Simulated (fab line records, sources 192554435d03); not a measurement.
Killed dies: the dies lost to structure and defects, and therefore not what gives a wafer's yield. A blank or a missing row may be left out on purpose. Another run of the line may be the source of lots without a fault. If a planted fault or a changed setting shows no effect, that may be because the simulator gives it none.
fab line records	flow n5-finfet
record: lots: 7	wafers: 21
route steps=1938 shown BEOL_M6@1233 BEOL_M7@1305 BEOL_M8@1370 BEOL_M11@1539 BEOL_M12@1636 BEOL_M13@1696
start-h: hours from the record's opening day to when the first of the lot's shown wafers began	wait-h: hours elapsed since this lot's preceding step	" as in the row above	L1.1+2: several wafers, shown together as one row	- no value, or no start was given	* or withheld: withheld	< > ~ a bound
route shown NAME@n: a module of which the file shows steps, and the number in the route of the first	usual: the fault-free wafers' mean and standard deviation	same: alike in all rows	chamber/n: place in a boat	sites: per-site readings	_std_site: their standard deviation	_edge_site: mean of outer sites minus mean of inner sites	radius-mm: how far each site lies from the wafer's centre	mask NAME#n: copy n	behind: the last tool/chamber to shape the wafer	hold: what put the lot on hold/how long, in hours/how the hold closed	device: the n, p or np transistor that did not switch	end of line: the tests these same wafers got at the end of their route	a step without rows: its recipe alone	killed: at the first sort, the dies lost to defects and structure; wafer yield is something else	map: shows each die of a wafer: x if killed, . if not, _ if none is there
set.NAME: setting as actually run; set.NAME@STEP: the setting as run at that earlier step	model.NAME: the simulator's own value behind a step, which no gauge read
lots where settings were altered on purpose, with a table for each step and a row for each wafer
== steps ==
step: N5_BEOL_M6_ETCH_66
recipe: chemistry: N2/H2	target: SOC	target-depth-a: 800	overetch-a: 160	mask-material: SiARC	temp-c: 40	time-s: 120	ion-energy-ev: 200	pressure-mtorr: 30	source-w: 840	bias-w: 150	n2-flow-sccm: 200	h2-flow-sccm: 200
usual: rf-vpp-V: 523.2/2.8
lot.wafer	tool	chamber	start-h	wait-h	set.bias-w	rf-vpp-V	model.SiARC_of_BEOL_M6_COAT_64.thk-nm
L078.1	rie-diel-05	2	241.85	0.0	150	526.1	6.6
L078.4	"	2	"	"	150	525.6	6.6
L078.5	"	0	"	"	150	519.9	6.4
L079.1	rie-diel-05	2	256.32	0.0	150	525.1	6.6
L079.4	"	2	"	"	168.2	564.7	5.8
L079.6	"	1	"	"	168.2	563.8	5.4
L082.2	rie-diel-04	1	269.29	0.0	150	521.2	6.6
L082.5	"	1	"	"	150	520.4	6.6
L082.6	"	2	"	"	150	524.9	6.2
L084.3	rie-diel-01	0	286.82	0.0	173.7	577.4	5.2
L084.4	"	1	"	"	173.7	578.1	5.2
L084.5	"	3	"	"	150	519.8	6.4
L088.3	rie-diel-04	3	301.03	0.0	150	522.7	6.2
L088.5	"	1	"	"	131.5	479.4	7.4
L088.6	"	0	"	"	131.5	480.9	7.2
L089.2	rie-diel-05	2	316.85	0.0	150	526.8	6.2
L089.5	"	2	"	"	150	525.8	6.2
L089.6	"	3	"	"	150	528.6	6.2
L090.1	rie-diel-04	1	340.93	0.0	150	520.2	6.4
L090.3	"	3	"	"	169.7	562.1	5.2
L090.4	"	2	"	"	169.7	566.5	5.2
step: N5_BEOL_M7_VIA_ETCH_34
recipe: chemistry: C4F6/O2	target: SiCOH_lowk	target-depth-a: 1255	mask-material: SOC	taper-deg: 4	time-s: 50.5	ion-energy-ev: 250	pressure-mtorr: 30	source-w: 345	bias-w: 185	Ar_flow_sccm: 300	C4F6_flow_sccm: 10	O2_flow_sccm: 10
usual: rf-vpp-V: 668/16
lot.wafer	tool	chamber	start-h	wait-h	set.bias-w	rf-vpp-V
L078.1	rie-diel-03	1	251.01	0.0	185	671
L078.4	"	3	"	"	163.5	603
L078.5	"	3	"	"	185	667
L079.1	rie-diel-02	2	266.40	0.0	185	641
L079.4	"	0	"	"	157.3	566
L079.6	"	0	"	"	185	645
L082.2	rie-diel-06	3	276.45	0.0	159.7	585
L082.5	"	0	"	"	159.7	577
L082.6	"	3	"	"	185	657
L084.3	rie-diel-03	1	295.69	0.0	185	673
L084.4	"	0	"	"	185	683
L084.5	"	3	"	"	185	665
L088.3	rie-diel-03	2	312.66	0.0	185	666
L088.5	"	2	"	"	172.2	628
L088.6	"	1	"	"	172.2	635
L089.2	rie-diel-03	3	324.22	0.0	185	666
L089.5	"	2	"	"	185	667
L089.6	"	1	"	"	185	673
L090.1	rie-diel-03	0	351.34	0.0	198.6	721
L090.3	"	1	"	"	198.6	712
L090.4	"	2	"	"	198.6	704
step: N5_BEOL_M7_ETCH_41
recipe: chemistry: CH3F/O2	target: SiCN	target-depth-a: 319	taper-deg: 2	time-s: 57.8	ion-energy-ev: 120	mask-material: TiN	pressure-mtorr: 30	source-w: 395	bias-w: 75	Ar_flow_sccm: 150	CH3F_flow_sccm: 30	O2_flow_sccm: 20
usual: rf-vpp-V: 297.4/1.4
lot.wafer	tool	chamber	start-h	wait-h	set.source-w	rf-vpp-V
L078.1	rie-diel-03	1	-	-	395	296.7
L078.4	"	3	"	"	440.1	287.8
L078.5	"	3	"	"	440.1	288.2
L079.1	rie-diel-02	2	-	-	372.2	303.5
L079.4	"	0	"	"	395	296.2
L079.6	"	0	"	"	372.2	302.0
L082.2	rie-diel-06	3	-	-	395	296.9
L082.5	"	0	"	"	418	289.6
L082.6	"	3	"	"	418	291.7
L084.3	rie-diel-03	1	-	-	395	296.9
L084.4	"	0	"	"	395	300.1
L084.5	"	3	"	"	395	298.4
L088.3	rie-diel-03	2	-	-	376.8	303.3
L088.5	"	2	"	"	395	297.8
L088.6	"	1	"	"	376.8	301.5
L089.2	rie-diel-03	3	-	-	395	298.2
L089.5	"	2	"	"	395	297.8
L089.6	"	1	"	"	395	298.4
L090.1	rie-diel-03	0	-	-	395	299.0
L090.3	"	1	"	"	395	297.8
L090.4	"	2	"	"	395	296.2
step: N5_BEOL_M8_ETCH_65
recipe: chemistry: CF4	target: SiARC	target-depth-a: 156	mask-material: CAR-EUV	time-s: 26	ion-energy-ev: 80	pressure-mtorr: 40	source-w: 545	bias-w: 36	Ar_flow_sccm: 100	cf4-flow-sccm: 100	ends: cleared
usual: rf-vpp-V: 184.1/1.2
lot.wafer	tool	chamber	start-h	wait-h	set.source-w	rf-vpp-V
L078.1	rie-diel-01	0	260.36	0.0	592.4	179.5
L078.4	"	2	"	"	592.4	178.0
L078.5	"	3	"	"	545	182.7
L079.1	rie-diel-01	1	274.06	0.0	545	184.9
L079.4	"	0	"	"	545	185.1
L079.6	"	0	"	"	545	184.3
L082.2	rie-diel-05	2	286.96	0.0	545	185.5
L082.5	"	3	"	"	545	186.0
L082.6	"	2	"	"	545	184.6
L084.3	rie-diel-04	3	303.77	0.0	498.8	189.7
L084.4	"	2	"	"	498.8	189.5
L084.5	"	2	"	"	545	184.2
L088.3	rie-diel-01	0	320.93	0.0	516.3	186.6
L088.5	"	1	"	"	516.3	188.2
L088.6	"	0	"	"	545	184.5
L089.2	rie-diel-01	1	331.82	0.0	545	185.0
L089.5	"	0	"	"	545	185.0
L089.6	"	3	"	"	545	182.5
L090.1	rie-diel-05	1	361.94	0.0	545	183.7
L090.3	"	3	"	"	514.4	188.1
L090.4	"	2	"	"	545	183.8
step: N5_BEOL_M11_PECVD_70
recipe: material: SiO2	target-thk-a: 200	temp-c: 400	precursor: TEOS/O2	pressure-torr: 5.5	rf-w: 450	teos-flow-sccm: 53.8	gas: O2	flow-sccm: 3000	time-s: 22.7
lot.wafer	tool	chamber	start-h	wait-h	set.temp-c	model.SiO2_of_BEOL_M11_PECVD_70.thk-nm
L078.1	pecvd-01	1	278.73	0.0	387	21.2
L078.4	"	1	"	"	400	19.6
L078.5	"	2	"	"	400	19.8
L079.1	pecvd-04	2	294.86	0.0	409.2	19
L079.4	"	2	"	"	409.2	19.4
L079.6	"	1	"	"	400	20
L082.2	pecvd-04	2	305.26	0.0	417.8	17.6
L082.5	"	1	"	"	400	20
L082.6	"	2	"	"	417.8	17.8
L084.3	pecvd-01	0	327.97	0.0	400	20.4
L084.4	"	1	"	"	405.8	19.4
L084.5	"	0	"	"	405.8	19.6
L088.3+5	pecvd-02	1	343.16	0.0	400	20.6
L088.6	"	2	"	"	391.4	21.6
L089.2	pecvd-04	0	356.52	0.0	400	20
L089.5	"	1	"	"	400	19.6
L089.6	"	2	"	"	400	19.8
L090.1	pecvd-04	0	387.06	0.0	400	19.8
L090.3	"	0	"	"	400	20
L090.4	"	2	"	"	382.4	22.2
step: N5_BEOL_M11_COAT_59
recipe: resist: SOC	temp-c: 250	time-s: 60	spin-rpm: 1500	resist-thk-nm: 100
lot.wafer	tool	chamber	start-h	wait-h	set.spin-rpm	model.SOC_of_BEOL_M11_COAT_59.thk-nm
L078.1	litho-track-02	0	279.79	0.1	1435	102.4
L078.4	"	0	"	"	1435	102.2
L078.5	"	0	"	"	1500	100.2
L079.1	litho-track-04	0	296.00	0.1	1500	100.4
L079.4	"	0	"	"	1661	95
L079.6	"	0	"	"	1661	95.2
L082.2	litho-track-04	0	306.53	0.1	1565	98.2
L082.5	"	0	"	"	1500	99.8
L082.6	"	0	"	"	1500	100
L084.3	litho-track-02	0	329.20	0.1	1500	100.6
L084.4	"	0	"	"	1653	95.8
L084.5	"	0	"	"	1500	100.4
L088.3+6	litho-track-02	0	345.25	0.1	1500	100
L088.5	"	0	"	"	1500	99.6
L089.2+5+6	litho-track-02	0	358.77	0.1	1500	100.2
L090.1	litho-track-02	0	387.92	0.1	1375	104.4
L090.3	"	0	"	"	1500	100.2
L090.4	"	0	"	"	1500	100
step: N5_BEOL_M11_COAT_60
recipe: resist: SiARC	temp-c: 220	time-s: 60	spin-rpm: 1500	resist-thk-nm: 30
step: N5_BEOL_M11_COAT_05
recipe: resist: CAR-ArF	spin-rpm: 1500	resist-thk-nm: 90
step: N5_BEOL_M11_DESCUM_16
recipe: chemistry: O2	time-s: 7.9	source-power-w: 50	bias-power-w: 20	pressure-mtorr: 20	rf-frequency-hz: 2.712e+07	temp-c: 40	resist: CAR-ArF	o2-flow-sccm: 225
step: N5_BEOL_M11_ETCH_61
recipe: chemistry: CF4	target: SiARC	target-depth-a: 390	mask-material: CAR-ArF	time-s: 65	ion-energy-ev: 80	pressure-mtorr: 40	source-w: 545	bias-w: 36	Ar_flow_sccm: 100	cf4-flow-sccm: 100	ends: cleared
step: N5_BEOL_M11_ETCH_62
recipe: chemistry: N2/H2	target: SOC	target-depth-a: 1100	overetch-a: 220	mask-material: SiARC	temp-c: 40	time-s: 165	ion-energy-ev: 200	pressure-mtorr: 30	source-w: 840	bias-w: 150	n2-flow-sccm: 200	h2-flow-sccm: 200
lot.wafer	tool	chamber	start-h	wait-h	set.spin-rpm@BEOL_M11_COAT_59	model.etch.depth-nm
L078.1	rie-diel-02	2	280.33	0.0	1435	102.4
L078.4	"	0	"	"	1435	102.2
L078.5	"	1	"	"	1500	100.2
L079.1	rie-diel-06	3	296.42	0.0	1500	100.5
L079.4	"	0	"	"	1661	95
L079.6	"	0	"	"	1661	95.23
L082.2	rie-diel-03	0	306.94	0.0	1565	98.16
L082.5	"	0	"	"	1500	99.75
L082.6	"	1	"	"	1500	100
L084.3	rie-diel-03	1	329.62	0.0	1500	100.5
L084.4	"	2	"	"	1653	95.71
L084.5	"	1	"	"	1500	100.4
L088.3	rie-diel-02	1	345.79	0.0	1500	99.94
L088.5	"	1	"	"	1500	99.68
L088.6	"	2	"	"	1500	99.93
L089.2+5	rie-diel-02	0	359.19	0.0	1500	100.1
L089.6	"	2	"	"	1500	100.2
L090.1	rie-diel-02	3	402.57	0.0	1375	104.3
L090.3	"	0	"	"	1500	100.2
L090.4	"	1	"	"	1500	100.1
step: N5_BEOL_M11_STRIP_68
recipe: chemistry: N2/H2	temp-c: 40	n2-flow-sccm: 200	h2-flow-sccm: 200	rf-frequency-hz: 6e+07
step: N5_BEOL_M11_STRIP_67
recipe: chemistry: CF4	resist: SiARC	power-w: 300	bias-power-w: 75	pressure-mtorr: 50	cf4-flow-sccm: 150	rf-frequency-hz: 6e+07
step: N5_BEOL_M11_HM_OPEN_17
recipe: chemistry: Cl2/BCl3	target-depth-a: 200	overetch-a: 60	target: TiN	mask-material: SOC	ion-energy-ev: 150	pressure-mtorr: 10	icp-w: 1000	bias-w: 126	Cl2_flow_sccm: 53.25	bcl3-flow-sccm: 21.75	Ar_flow_sccm: 25
lot.wafer	tool	chamber	start-h	wait-h	set.spin-rpm@BEOL_M11_COAT_59	model.SOC_of_BEOL_M11_COAT_59.thk-nm
L078.1	rie-metal-01	0	280.52	0.0	1435	94.4
L078.4	"	1	"	"	1435	94
L078.5	"	1	"	"	1500	91.8
L079.1	rie-metal-03	1	296.60	0.0	1500	92.2
L079.4	"	1	"	"	1661	86.8
L079.6	"	1	"	"	1661	87
L082.2	rie-metal-03	1	307.13	0.0	1565	89.8
L082.5	"	1	"	"	1500	91.4
L082.6	"	0	"	"	1500	92.4
L084.3	rie-metal-01	0	329.84	0.1	1500	92.6
L084.4	"	1	"	"	1653	87.4
L084.5	"	1	"	"	1500	92.2
L088.3	rie-metal-01	1	346.01	0.1	1500	91.8
L088.5	"	1	"	"	1500	91.4
L088.6	"	0	"	"	1500	92
L089.2+5	rie-metal-02	1	359.37	0.0	1500	92.8
L089.6	"	0	"	"	1500	92.4
L090.1	rie-metal-01	1	402.75	0.0	1375	96.2
L090.3	"	1	"	"	1500	92
L090.4	"	0	"	"	1500	92.2
step: N5_BEOL_M11_STRIP_19
recipe: chemistry: O2	power-w: 400	temp-c: 40	pressure-mtorr: 30	rf-frequency-hz: 6e+07	bias-power-w: 0	overash-fraction: 0.2	o2-flow-sccm: 225
step: N5_BEOL_M11_STRIP_77
recipe: chemistry: N2/H2	time-s: 10	power-w: 450	temp-c: 40	pressure-mtorr: 20	rf-frequency-hz: 6e+07	bias-power-w: 7	n2-flow-sccm: 200	h2-flow-sccm: 200
step: N5_BEOL_M11_HM_STRIP_39
recipe: chemistry: peroxide-tin-strip	material: TiN	target-depth-a: 250	temp-c: 50	time-s: 158
lot.wafer	tool	chamber	start-h	wait-h	set.temp-c@BEOL_M11_PECVD_70	model.SiO2_of_BEOL_M11_PECVD_70.thk-nm
L078.1	wet-bench-03	1	282.76	0.0	387	21
L078.4	"	3	"	"	400	19.4
L078.5	"	0	"	"	400	19.6
L079.1	wet-bench-03	6	299.44	0.0	409.2	18.8
L079.4	"	7	"	"	409.2	19.2
L079.6	"	3	"	"	400	19.8
L082.2	wet-bench-01	5	312.34	0.0	417.8	17.4
L082.5	"	4	"	"	400	19.8
L082.6	"	3	"	"	417.8	17.6
L084.3	wet-bench-03	5	332.06	0.0	400	20.2
L084.4	"	2	"	"	405.8	19.2
L084.5	"	4	"	"	405.8	19.4
L088.3	wet-bench-06	1	347.80	0.0	400	20.4
L088.5	"	6	"	"	400	20.6
L088.6	"	7	"	"	391.4	21.4
L089.2	wet-bench-01	2	361.92	0.0	400	19.8
L089.5	"	6	"	"	400	19.4
L089.6	"	7	"	"	400	19.6
L090.1+3	wet-bench-01	3,5	405.95	0.0	400	19.8
L090.4	"	2	"	"	382.4	22.2
step: N5_BEOL_M11_CURE_72
recipe: temp-c: 370	time-s: 120	ambient: DMADMS/He	material: SiCOH_lowk
usual: lamp-power-pct: 52.31/0.054
lot.wafer	tool	chamber	start-h	wait-h	set.time-s	lamp-power-pct
L078.1	uv-cure-03	2	283.00	0.1	120	52.30
L078.4	"	2	"	"	120	52.32
L078.5	"	2	"	"	120	52.36
L079.1	uv-cure-03	0	299.60	0.0	141.3	51.40
L079.4	"	0	"	"	120	52.35
L079.6	"	0	"	"	141.3	51.36
L082.2	uv-cure-02	1	312.56	0.1	120	52.39
L082.5	"	1	"	"	120	52.32
L082.6	"	1	"	"	127.3	51.97
L084.3	uv-cure-03	2	332.33	0.1	120	52.38
L084.4	"	2	"	"	120	52.36
L084.5	"	2	"	"	120	52.32
L088.3	uv-cure-03	0	348.06	0.1	120	52.37
L088.5	"	0	"	"	143.4	51.26
L088.6	"	0	"	"	120	52.30
L089.2	uv-cure-03	1	362.23	0.1	120	52.38
L089.5	"	1	"	"	120	52.31
L089.6	"	1	"	"	120	52.26
L090.1	uv-cure-02	1	406.11	0.0	143.1	51.26
L090.3	"	1	"	"	143.1	51.31
L090.4	"	1	"	"	143.1	51.40
step: N5_BEOL_M11_ALD_74
recipe: material: TaN	target-thk-a: 20	temp-c: 275	ald-precursor-family: PDMAT	ald-co-reactant: NH3	pressure-torr: 3	carrier-flow-sccm: 1500	pulse-time-s: 2	purge-time-s: 3	co-reactant-purge-time-s: 2	co-reactant-pulse-time-s: 3	ald-cycles: 40	precursor-vessel-temp-c: 75	precursor-vessel-pressure-torr: 26.25	precursor-vessel-carrier-sccm: 1000
lot.wafer	tool	chamber	start-h	wait-h	set.ald-cycles	model.TaN_of_BEOL_M11_ALD_74.thk-nm
L078.1+5	ald-metal-02	0,1	283.62	0.1	40	2
L078.4	"	2	"	"	36	1.8
L079.1+4+6	ald-metal-03	1,1,2	300.27	0.3	40	2
L082.2+6	ald-metal-03	2	313.20	0.1	46	2.4
L082.5	"	3	"	"	40	2
L084.3+4	ald-metal-02	0,3	333.06	0.1	40	2
L084.5	"	2	"	"	36	1.8
L088.3+5+6	ald-metal-03	1,3,2	348.54	0.1	40	2
L089.2+5+6	ald-metal-03	2,2,3	362.93	0.1	40	2
L090.1	ald-metal-03	2	406.61	0.0	37	1.8
L090.3+4	"	1,0	"	"	40	2
step: N5_BEOL_M12_ETCH_67
recipe: chemistry: CF4	target: SiARC	target-depth-a: 1430	time-s: 238.3	ion-energy-ev: 80	pressure-mtorr: 40	source-w: 545	bias-w: 36	Ar_flow_sccm: 100	cf4-flow-sccm: 100	ends: cleared
usual: etch-rf-on-time-s: 236/7.4	rf-vpp-V: 184.0/1.4
lot.wafer	tool	chamber	start-h	wait-h	set.source-w	etch-rf-on-time-s	rf-vpp-V
L078.1	rie-diel-01	1	288.42	0.0	545	245	184.6
L078.4	"	3	"	"	545	241	182.3
L078.5	"	2	"	"	545	237	184.7
L079.1	rie-diel-05	2	303.60	0.0	545	233	184.3
L079.4	"	0	"	"	476.3	271	192.6
L079.6	"	3	"	"	476.3	260	195.1
L082.2	rie-diel-01	0	317.09	0.0	545	231	185.6
L082.5	"	0	"	"	545	231	185.4
L082.6	"	2	"	"	545	237	183.5
L084.3	rie-diel-04	3	336.42	0.0	545	224	182.1
L084.4	"	1	"	"	465.4	271	193.1
L084.5	"	3	"	"	465.4	256	193.5
L088.3	rie-diel-05	2	353.07	0.0	545	232	185.6
L088.5	"	1	"	"	545	235	182.2
L088.6	"	2	"	"	545	235	185.6
L089.2	rie-diel-05	0	368.14	0.0	545	236	185.5
L089.5	"	2	"	"	545	236	184.1
L089.6	"	3	"	"	545	227	185.7
L090.1	rie-diel-01	3	410.49	0.0	495.8	264	188.0
L090.3	"	2	"	"	545	232	184.2
L090.4	"	1	"	"	495.8	272	191.0
step: N5_BEOL_M12_ETCH_38
recipe: chemistry: CF4/N2	target: SiCN	target-depth-a: 687	taper-deg: 2	time-s: 73.4	ion-energy-ev: 150	mask-material: SiO2	pressure-mtorr: 40	source-w: 430	bias-w: 70	Ar_flow_sccm: 100	cf4-flow-sccm: 60	n2-flow-sccm: 60
lot.wafer	tool	chamber	start-h	wait-h	set.time-s	model.etch.depth-nm
L078.1	rie-diel-01	2	289.62	-	73.4	59.02
L078.4	"	1	"	"	73.4	56.18
L078.5	"	0	"	"	73.4	61.52
L079.1	rie-diel-04	0	306.40	-	73.4	56.81
L079.4	"	2	"	"	73.4	60.91
L079.6	"	1	"	"	73.4	58.14
L082.2	rie-diel-05	0	317.81	-	62.92	49.62
L082.5	"	0	"	"	62.92	49.85
L082.6	"	3	"	"	73.4	60.91
L084.3	rie-diel-04	1	337.99	-	73.4	59.05
L084.4	"	3	"	"	73.4	62.24
L084.5	"	1	"	"	73.4	59.37
L088.3	rie-diel-04	2	355.01	-	73.4	60.81
L088.5	"	2	"	"	73.4	60.43
L088.6	"	1	"	"	63.26	50.56
L089.2	rie-diel-05	0	368.85	-	73.4	59.1
L089.5	"	3	"	"	73.4	61.89
L089.6	"	0	"	"	73.4	59.75
L090.1	rie-diel-01	2	421.07	-	86.53	70.63
L090.3	"	3	"	"	73.4	57.23
L090.4	"	1	"	"	73.4	55.37
step: N5_BEOL_M13_TRENCH_ETCH_34
recipe: chemistry: C4F8/O2/Ar	target: SiOC	target-depth-a: 4134.7	mask-material: SOC	pressure-mtorr: 30	source-w: 3000	bias-w: 700	Ar_flow_sccm: 400	C4F8_flow_sccm: 15	O2_flow_sccm: 8	he-inner-torr: 15	he-outer-torr: 30	time-s: 162.6	ion-energy-ev: 250
lot.wafer	tool	chamber	start-h	wait-h	set.time-s	model.etch.depth-nm
L078.1	rie-diel-02	1	294.90	0.0	162.6	427.3
L078.4	"	2	"	"	162.6	418.5
L078.5	"	2	"	"	137.3	349.5
L079.1	rie-diel-06	2	310.03	0.0	129.8	327.9
L079.4	"	3	"	"	129.8	326.5
L079.6	"	1	"	"	162.6	414.2
L082.2	rie-diel-03	2	322.51	0.0	162.6	401.7
L082.5	"	2	"	"	151.2	375.1
L082.6	"	3	"	"	151.2	383.2
L084.3	rie-diel-02	0	342.35	0.0	162.6	417.8
L084.4	"	3	"	"	162.6	406.5
L084.5	"	0	"	"	162.6	413.4
L088.3	rie-diel-03	0	359.34	0.0	152.4	372.8
L088.5	"	0	"	"	162.6	400.4
L088.6	"	1	"	"	152.4	389.7
L089.2	rie-diel-06	2	372.62	0.0	162.6	403.4
L089.5	"	1	"	"	162.6	409.3
L089.6	"	2	"	"	162.6	406.2
L090.1	rie-diel-02	1	425.34	0.0	162.6	417.2
L090.3	"	3	"	"	162.6	418
L090.4	"	1	"	"	132.9	340.4
step: N5_BEOL_M13_STRIP_70
recipe: chemistry: C4F8/O2/Ar	resist: SiARC	rf-frequency-hz: 6e+07
step: N5_BEOL_M13_OCD_MEAS_35
usual: trench-depth-nm: 412/6
lot.wafer	tool	chamber	start-h	wait-h	set.time-s@BEOL_M13_TRENCH_ETCH_34	trench-depth-nm
L078.1	ocd-01	-	295.07	0.0	162.6	428
L078.4	"	-	"	"	162.6	418
L078.5	"	-	"	"	137.3	350
L079.1	ocd-01	-	310.21	0.0	129.8	328
L079.4	"	-	"	"	129.8	326
L079.6	"	-	"	"	162.6	414
L082.2	ocd-02	-	322.69	0.0	162.6	402
L082.5	"	-	"	"	151.2	375
L082.6	"	-	"	"	151.2	383
L084.3	ocd-01	-	342.52	0.0	162.6	418
L084.4	"	-	"	"	162.6	407
L084.5	"	-	"	"	162.6	413
L088.3	ocd-01	-	359.52	0.0	152.4	373
L088.5	"	-	"	"	162.6	400
L088.6	"	-	"	"	152.4	390
L089.2	ocd-02	-	372.79	0.0	162.6	403
L089.5	"	-	"	"	162.6	410
L089.6	"	-	"	"	162.6	406
L090.1	ocd-01	-	425.51	0.0	162.6	417
L090.3	"	-	"	"	162.6	419
L090.4	"	-	"	"	132.9	341
== key ==
split: step: N5_BEOL_M6_ETCH_66	setting: bias-w	stated: 150	by: wafer
response: step: N5_BEOL_M6_ETCH_66	reading: rf-vpp-V	change: +3.46	per: 1%	r: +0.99
response: step: N5_BEOL_M6_ETCH_66	reading: model.SiARC_of_BEOL_M6_COAT_64.thk-nm	change: -0.0837	per: 1%	r: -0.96
split: step: N5_BEOL_M7_VIA_ETCH_34	setting: bias-w	stated: 185	by: wafer
response: step: N5_BEOL_M7_VIA_ETCH_34	reading: rf-vpp-V	change: +5.36	per: 1%	r: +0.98
split: step: N5_BEOL_M7_ETCH_41	setting: source-w	stated: 395	by: wafer
response: step: N5_BEOL_M7_ETCH_41	reading: rf-vpp-V	change: -0.89	per: 1%	r: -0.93
split: step: N5_BEOL_M8_ETCH_65	setting: source-w	stated: 545	by: wafer
response: step: N5_BEOL_M8_ETCH_65	reading: rf-vpp-V	change: -0.583	per: 1%	r: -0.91
split: step: N5_BEOL_M11_PECVD_70	setting: temp-c	stated: 400	by: wafer
response: step: N5_BEOL_M11_PECVD_70	reading: model.SiO2_of_BEOL_M11_PECVD_70.thk-nm	change: -0.494	per: 1%	r: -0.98
response: step: N5_BEOL_M11_HM_STRIP_39	reading: model.SiO2_of_BEOL_M11_PECVD_70.thk-nm	change: -0.498	per: 1%	r: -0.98
split: step: N5_BEOL_M11_COAT_59	setting: spin-rpm	stated: 1500	by: wafer
response: step: N5_BEOL_M11_COAT_59	reading: model.SOC_of_BEOL_M11_COAT_59.thk-nm	change: -0.482	per: 1%	r: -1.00
response: step: N5_BEOL_M11_ETCH_62	reading: model.etch.depth-nm	change: -0.484	per: 1%	r: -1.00
response: step: N5_BEOL_M11_HM_OPEN_17	reading: model.SOC_of_BEOL_M11_COAT_59.thk-nm	change: -0.495	per: 1%	r: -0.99
split: step: N5_BEOL_M11_CURE_72	setting: time-s	stated: 120	by: wafer
response: step: N5_BEOL_M11_CURE_72	reading: lamp-power-pct	change: *	per: 1%	r: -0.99
split: step: N5_BEOL_M11_ALD_74	setting: ald-cycles	stated: 40	by: wafer
response: step: N5_BEOL_M11_ALD_74	reading: model.TaN_of_BEOL_M11_ALD_74.thk-nm	change: +0.0239	per: 1%	r: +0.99
split: step: N5_BEOL_M12_ETCH_67	setting: source-w	stated: 545	by: wafer
response: step: N5_BEOL_M12_ETCH_67	reading: etch-rf-on-time-s	change: *	per: 1%	r: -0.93
response: step: N5_BEOL_M12_ETCH_67	reading: rf-vpp-V	change: -0.731	per: 1%	r: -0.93
split: step: N5_BEOL_M12_ETCH_38	setting: time-s	stated: 73.4	by: wafer
response: step: N5_BEOL_M12_ETCH_38	reading: model.etch.depth-nm	change: +0.776	per: 1%	r: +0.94
split: step: N5_BEOL_M13_TRENCH_ETCH_34	setting: time-s	stated: 162.6	by: wafer
response: step: N5_BEOL_M13_TRENCH_ETCH_34	reading: model.etch.depth-nm	change: +4.28	per: 1%	r: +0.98
response: step: N5_BEOL_M13_OCD_MEAS_35	reading: trench-depth-nm	change: +4.27	per: 1%	r: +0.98
